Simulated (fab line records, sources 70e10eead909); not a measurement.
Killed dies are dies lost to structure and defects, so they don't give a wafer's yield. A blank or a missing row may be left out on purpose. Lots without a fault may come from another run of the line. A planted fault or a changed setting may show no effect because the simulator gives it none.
A struck lot beside a sound one | flow nand_harc | 27 steps out of a route of 1302
Sound: wafers L902.1, L902.5, L902.6. Struck: wafers L920.1, L920.4, L920.6. The cause comes at the end.
At each step with rows: each side's tool, then ch and its chambers, then its first start. Under that, the readings that differ: sound wafers | struck wafers | difference of the means | sigmas: that difference in standard deviations of wafers without a fault.
alike: readings whose means differ by less than 2 such deviations, and words and numbers that are the same on both sides. not compared: withheld readings, readings that some wafer has no value for, bounds like >300 that may hide the same value, and numbers for which the record gives no deviation and whose values overlap.
The two part at a step that has a row with sigmas, a row that says differs or no value, or rows on one side only. Numbers that don't overlap but have no deviation are shown without sigmas and don't part them. A reading that every wafer of one side lacks parts them only if that side has two wafers or more.

first, 8 steps without rows for these wafers: NHARC_A_CHANNEL_HOLE_D1_PEB_08 (peb time 65 s); NHARC_A_CHANNEL_HOLE_D1_DEVELOP_09 (develop time 35 s); NHARC_A_CHANNEL_HOLE_D1_DESCUM_15 (chemistry O2, time 3 s); NHARC_A_CHANNEL_HOLE_D1_ETCH_38 (etches the open film in CF4, target depth 39 nm, time 65 s); NHARC_A_CHANNEL_HOLE_D1_ETCH_39 (etches the open film in N2/H2, target depth 260 nm, time 325 s); NHARC_A_CHANNEL_HOLE_D1_ETCH_34 (etches the open film in CF4/CHF3, target depth 154 nm, time 77 s); NHARC_A_CHANNEL_HOLE_D1_ETCH_16 (etches the open film in O2/COS, target depth 3100 nm, time 806 s); NHARC_A_CHANNEL_HOLE_D1_ETCH_19 (etches the open film in C4F8/O2/Ar, time 34.5 s).
NHARC_A_CHANNEL_HOLE_D1_ETCH_20: etches the open film in C4F8/O2/Ar, time 361.9 s, target depth 1600 nm.
  sound on har_etch-01 ch 0,1, day 8 21:55; struck on har_etch-01 ch 0,1, day 16 06:27
  alike: chamber_pressure_mTorr, drypump_motor_current_A, he_backside_leak_sccm, showerhead_plenum_p_Torr, throttle_valve_pct
  not compared: rf_hours_counter_h
then, 15 steps without rows for these wafers: NHARC_A_CHANNEL_HOLE_D1_ETCH_21 (etches the open film in C4F8/O2/Ar, time 514.3 s, target depth 1600 nm); NHARC_A_CHANNEL_HOLE_D1_ETCH_22 (etches the open film in C4F8/O2/Ar, time 666.7 s, target depth 1600 nm); NHARC_A_CHANNEL_HOLE_D1_ETCH_23 (etches the open film in C4F8/O2/Ar, time 819 s, target depth 1600 nm); NHARC_A_CHANNEL_HOLE_D1_ETCH_24 (etches the open film in C4F8/O2/Ar, time 906.2 s, target depth 1500 nm); NHARC_A_CHANNEL_HOLE_D1_ETCH_25 (etches the open film in C4F8/O2/Ar, time 1040.2 s, target depth 1500 nm); NHARC_A_CHANNEL_HOLE_D1_ETCH_26 (etches the open film in C4F8/O2/Ar, time 224.1 s, target depth 300 nm); NHARC_A_CHANNEL_HOLE_D1_ETCH_33 (etches the open film in C4F8/O2/Ar, time 90 s, target depth 400 nm); NHARC_A_CHANNEL_HOLE_D1_STRIP_41 (strips in N2/H2); NHARC_A_CHANNEL_HOLE_D1_STRIP_42 (strips in CF4/CHF3); NHARC_A_CHANNEL_HOLE_D1_STRIP_43 (strips in O2/COS); NHARC_A_CHANNEL_HOLE_D1_ETCH_44 (etches the open film in CF4/O2, target depth 140 nm, overetch 14 nm, time 77 s); NHARC_A_CHANNEL_HOLE_D1_STRIP_27 (strips in O2); NHARC_A_CHANNEL_HOLE_D1_PRECLEAN_28 (cleans in SC1); NHARC_A_CHANNEL_HOLE_D1_SRD_29; NHARC_A_CHANNEL_HOLE_D1_XSEM_31.
NHARC_A_CHANNEL_HOLE_D1_INSPECT_40:
  sound on defect_inspect-02, day 9 03:40; struck on defect_inspect-02, day 16 12:01
  reading          | sound    | struck      | difference | sigmas
  raw_defect_count | 41 51 53 | 869 862 906 | +831       | +33
then, 1 step without rows for these wafers: NHARC_A_CHANNEL_FILL_D1_PRECLEAN_00 (cleans in SC1).
-- the record jumps here: 16 days lie between the struck wafers' starts before and after (it left off in module A_CHANNEL_FILL_D1 and takes up again in module END, whose first step shown is number 1302 of the route) --
NHARC_END_SORT_01:
  sound on prober-02 ch 0, day 25 00:52; struck on prober-02 ch 0, day 32 00:16
  reading         | sound    | struck     | difference | sigmas
  killed_at_array | 19 18 18 | 85 112 118 | +87        | +4
  killed_dies     | 24 21 21 | 92 113 121 | +87        | +4
  alike: killed_at_other, killed_at_periphery, killed_open, killed_short

WHERE THEY PART
First at NHARC_A_CHANNEL_HOLE_D1_INSPECT_40; last, within this record, at NHARC_END_SORT_01.

WHY: what the simulator had put in
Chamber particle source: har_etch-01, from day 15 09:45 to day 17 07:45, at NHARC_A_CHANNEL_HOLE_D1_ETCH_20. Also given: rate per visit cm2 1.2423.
